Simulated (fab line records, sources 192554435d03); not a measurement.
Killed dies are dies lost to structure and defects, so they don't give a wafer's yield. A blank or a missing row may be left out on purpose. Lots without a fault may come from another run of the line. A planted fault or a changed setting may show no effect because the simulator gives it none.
Chamber matching | flow n5_finfet | N5_BEOL_M10_STRIP_67 on rie_diel-06: 4 sister chambers
The step strips in CF4. 24 wafers are shown with their chamber, then 12 later ones without.

WAFERS WITH THEIR CHAMBER
wafer  | chamber | drypump_motor_current_A (A) | showerhead_plenum_p_Torr (Torr) | throttle_valve_pct (%)
L074.2 | 1       | 5.8                         | 1.73                            | 13.70
L074.3 | 3       | 6.0                         | 1.87                            | 13.70
L074.6 | 1       | 5.8                         | 1.73                            | 13.71
L075.1 | 0       | 5.9                         | 1.91                            | 13.66
L075.2 | 3       | 6.0                         | 1.86                            | 13.70
L075.5 | 3       | 6.0                         | 1.86                            | 13.71
L083.3 | 2       | 4.9                         | 1.78                            | 13.02
L083.5 | 2       | 4.9                         | 1.78                            | 13.02
L083.6 | 1       | 5.8                         | 1.72                            | 13.73
L089.1 | 0       | 5.8                         | 1.90                            | 13.71
L089.2 | 1       | 5.8                         | 1.72                            | 13.76
L089.3 | 2       | 4.9                         | 1.77                            | 13.03
L088.1 | 2       | 5.0                         | 1.77                            | 13.04
L088.2 | 3       | 6.0                         | 1.86                            | 13.77
L088.3 | 0       | 5.8                         | 1.90                            | 13.72
L088.4 | 1       | 5.8                         | 1.72                            | 13.76
L088.5 | 1       | 5.8                         | 1.72                            | 13.75
L088.6 | 2       | 4.9                         | 1.77                            | 13.03
L091.2 | 0       | 5.8                         | 1.90                            | 13.74
L091.4 | 3       | 6.0                         | 1.85                            | 13.79
L091.6 | 2       | 4.9                         | 1.77                            | 13.07
L092.4 | 2       | 5.0                         | 1.77                            | 13.08
L092.5 | 3       | 6.0                         | 1.85                            | 13.78
L092.6 | 2       | 4.9                         | 1.77                            | 13.07

SIGNATURES (means of the wafers above)
reading                  | chamber 0 | chamber 1 | chamber 2 | chamber 3 | scatter within a chamber
drypump_motor_current_A  | 5.825     | 5.800     | 4.925     | 6.000     | 0.0335
showerhead_plenum_p_Torr | 1.9025    | 1.7233    | 1.7725    | 1.8583    | 0.00566
throttle_valve_pct       | 13.7075   | 13.7350   | 13.0450   | 13.7417   | 0.0317
Rule: a wafer's distance from a chamber is the root of the sum, over the readings, of the square of ((its reading less the chamber's mean) divided by the reading's scatter). The wafer belongs to the nearest chamber; if the next one is less than 2 further off, it can't be placed. The scatter: the root of (the sum of the squares of (reading less its chamber's mean) over the shown wafers, divided by (wafers less chambers)).

WAFERS WITHOUT THEIR CHAMBER
wafer  | drypump_motor_current_A (A) | showerhead_plenum_p_Torr (Torr) | throttle_valve_pct (%)
L096.1 | 5.0                         | 1.77                            | 13.07
L096.2 | 6.0                         | 1.85                            | 13.82
L096.3 | 5.8                         | 1.72                            | 13.81
L096.4 | 5.8                         | 1.90                            | 13.74
L096.5 | 5.8                         | 1.90                            | 13.74
L096.6 | 6.0                         | 1.85                            | 13.79
L097.1 | 6.0                         | 1.85                            | 13.79
L097.2 | 5.8                         | 1.72                            | 13.83
L097.3 | 5.8                         | 1.90                            | 13.76
L097.4 | 4.9                         | 1.77                            | 13.10
L097.5 | 6.0                         | 1.85                            | 13.81
L097.6 | 4.9                         | 1.77                            | 13.10

WHICH CHAMBER EACH WENT THROUGH
wafer  | from the rows above | in truth
L096.1 | 2                   | 2
L096.2 | 3                   | 3
L096.3 | 1                   | 1
L096.4 | 0                   | 0
L096.5 | 0                   | 0
L096.6 | 3                   | 3
L097.1 | 3                   | 3
L097.2 | 1                   | 1
L097.3 | 0                   | 0
L097.4 | 2                   | 2
L097.5 | 3                   | 3
L097.6 | 2                   | 2
Placed correctly: 12 of 12. Can't be placed from these rows: 0. Placed wrongly: 0.
